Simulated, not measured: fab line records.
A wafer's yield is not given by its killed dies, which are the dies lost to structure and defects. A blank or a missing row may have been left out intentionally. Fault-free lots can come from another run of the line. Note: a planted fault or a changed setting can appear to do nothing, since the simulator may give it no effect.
Chamber matching :: flow nand-harc :: NHARC_A_BLC_ALD_23 on ald-metal-03 has 4 sister chambers
The step deposits TiN, target thk 3 nm, pulse time 1 s, ald cycles 150. 8 wafers are shown with their chamber, then 8 later ones without.

EACH WAFER AND ITS CHAMBER
wafer: L080.4
chamber: 3
heater-power-w (W): 974
precursor-pulse-height-rel: 0.990

wafer: L080.5
chamber: 1
heater-power-w (W): 1092
precursor-pulse-height-rel: 1.020

wafer: L083.1
chamber: 1
heater-power-w (W): 1077
precursor-pulse-height-rel: 1.002

wafer: L083.4
chamber: 0
heater-power-w (W): 1086
precursor-pulse-height-rel: 1.004

wafer: L087.2
chamber: 2
heater-power-w (W): 1121
precursor-pulse-height-rel: 1.008

wafer: L087.4
chamber: 0
heater-power-w (W): 1088
precursor-pulse-height-rel: 0.997

wafer: L087.6
chamber: 3
heater-power-w (W): 914
precursor-pulse-height-rel: 0.947

wafer: L090.1
chamber: 2
heater-power-w (W): 1141
precursor-pulse-height-rel: 1.003

WAFERS WITH NO CHAMBER GIVEN
wafer: L090.2
heater-power-w (W): 920
precursor-pulse-height-rel: 0.997

wafer: L090.6
heater-power-w (W): 1059
precursor-pulse-height-rel: 1.010

wafer: L092.4
heater-power-w (W): 971
precursor-pulse-height-rel: 0.972

wafer: L092.5
heater-power-w (W): 1122
precursor-pulse-height-rel: 0.979

wafer: L092.6
heater-power-w (W): 1055
precursor-pulse-height-rel: 0.991

wafer: L097.1
heater-power-w (W): 1127
precursor-pulse-height-rel: 0.987

wafer: L097.2
heater-power-w (W): 943
precursor-pulse-height-rel: 1.003

wafer: L097.5
heater-power-w (W): 944
precursor-pulse-height-rel: 1.008

EACH ONE'S CHAMBER
wafer: L090.2
from the rows above: 3
in truth: 3

wafer: L090.6
from the rows above: can't be placed: 1 or 0
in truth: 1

wafer: L092.4
from the rows above: 3
in truth: 3

wafer: L092.5
from the rows above: can't be placed: 2 or 0 or 1
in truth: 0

wafer: L092.6
from the rows above: can't be placed: 0 or 1 or 2
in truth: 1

wafer: L097.1
from the rows above: can't be placed: 2 or 0 or 1
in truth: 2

wafer: L097.2
from the rows above: 3
in truth: 3

wafer: L097.5
from the rows above: 3
in truth: 3
4 of 8 placed correctly. Unplaceable from these rows: 4, with the true chamber sitting among the candidates in 4. 0 placed wrongly.
How it was worked out, from the rows above alone: a wafer's distance from a chamber is the root of the sum, over the readings, of the square of ((its reading less the chamber's mean) divided by the reading's scatter). The wafer belongs to the nearest chamber; if the next one is less than 2 further off, it can't be placed. Each chamber's mean is taken over the wafers shown for it. The scatter is the square root of a quotient: the sum, over the shown wafers, of each reading's squared deviation from its chamber's mean, divided by wafers minus chambers.
